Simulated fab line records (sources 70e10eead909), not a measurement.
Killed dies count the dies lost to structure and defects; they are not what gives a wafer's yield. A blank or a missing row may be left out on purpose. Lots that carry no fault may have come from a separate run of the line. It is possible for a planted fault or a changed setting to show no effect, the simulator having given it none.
Chamber matching | flow nandHarc | NHARC_A_SGD_CUT_DESCUM_14 on rieDiel-01 has 4 sister chambers
The step chemistry O2, time 3 s. 16 wafers are shown with their chamber, then 8 later ones without.

## WAFERS PAIRED WITH THEIR CHAMBERS
wafer  | chamber | showerheadPlenumPTorr (Torr) | oesProductAu (a.u.) | rfVppV (V)
L077.3 | 3       | 1.84                         | 0.987               | 57.5
L077.5 | 1       | 1.97                         | 0.990               | 56.9
L077.6 | 0       | 1.98                         | 0.979               | 57.3
L084.1 | 3       | 1.83                         | 0.988               | 57.0
L084.2 | 1       | 1.97                         | 0.980               | 57.5
L084.6 | 3       | 1.83                         | 0.988               | 56.3
L084.3 | 0       | 1.98                         | 1.003               | 57.4
L084.4 | 2       | 1.90                         | 0.985               | 58.7
L084.5 | 0       | 1.98                         | 0.992               | 58.6
L083.2 | 1       | 1.97                         | 0.991               | 57.4
L083.3 | 2       | 1.90                         | 1.004               | 57.7
L083.5 | 2       | 1.90                         | 1.006               | 58.0
L086.1 | 2       | 1.90                         | 0.998               | 57.4
L086.2 | 0       | 1.98                         | 0.988               | 57.5
L086.6 | 2       | 1.90                         | 0.996               | 57.7
L088.1 | 3       | 1.83                         | 0.992               | 57.8

SIGNATURES (averages over the wafers above)
reading               | chamber 0 | chamber 1 | chamber 2 | chamber 3 | scatter within a chamber
showerheadPlenumPTorr | 1.9800    | 1.9700    | 1.9000    | 1.8325    | 0.0025
oesProductAu          | 0.99050   | 0.98700   | 0.99780   | 0.98875   | 0.00741
rfVppV                | 57.700    | 57.267    | 57.900    | 57.150    | 0.546
Rule: a wafer lies at a distance from a chamber equal to the root of the sum of squares, over the readings, of (its reading less the chamber's mean, divided by the reading's scatter). If the next closest chamber is less than 2 further off than the closest, the wafer can't be placed; otherwise it belongs to the closest. How the scatter is found: for the shown wafers, subtract from each reading the mean of its chamber, square and add these, divide the total by (wafers less chambers), then take the root.

## WAFERS WITHOUT THEIR CHAMBER
wafer  | showerheadPlenumPTorr (Torr) | oesProductAu (a.u.) | rfVppV (V)
L088.3 | 1.90                         | 1.009               | 58.0
L088.5 | 1.83                         | 0.980               | 58.1
L094.2 | 1.83                         | 0.982               | 57.7
L094.3 | 1.90                         | 1.015               | 58.6
L094.5 | 1.97                         | 0.985               | 58.2
L097.1 | 1.83                         | 0.979               | 58.1
L097.5 | 1.90                         | 0.998               | 58.4
L097.6 | 1.83                         | 0.983               | 56.7

## CHAMBER TAKEN BY EACH
wafer  | from the rows above | in truth
L088.3 | 2                   | 2
L088.5 | 3                   | 3
L094.2 | 3                   | 3
L094.3 | 2                   | 2
L094.5 | 1                   | 1
L097.1 | 3                   | 3
L097.5 | 2                   | 2
L097.6 | 3                   | 3
Placed correctly: 8 of 8. Not placeable from these rows: 0. 0 placed wrongly.
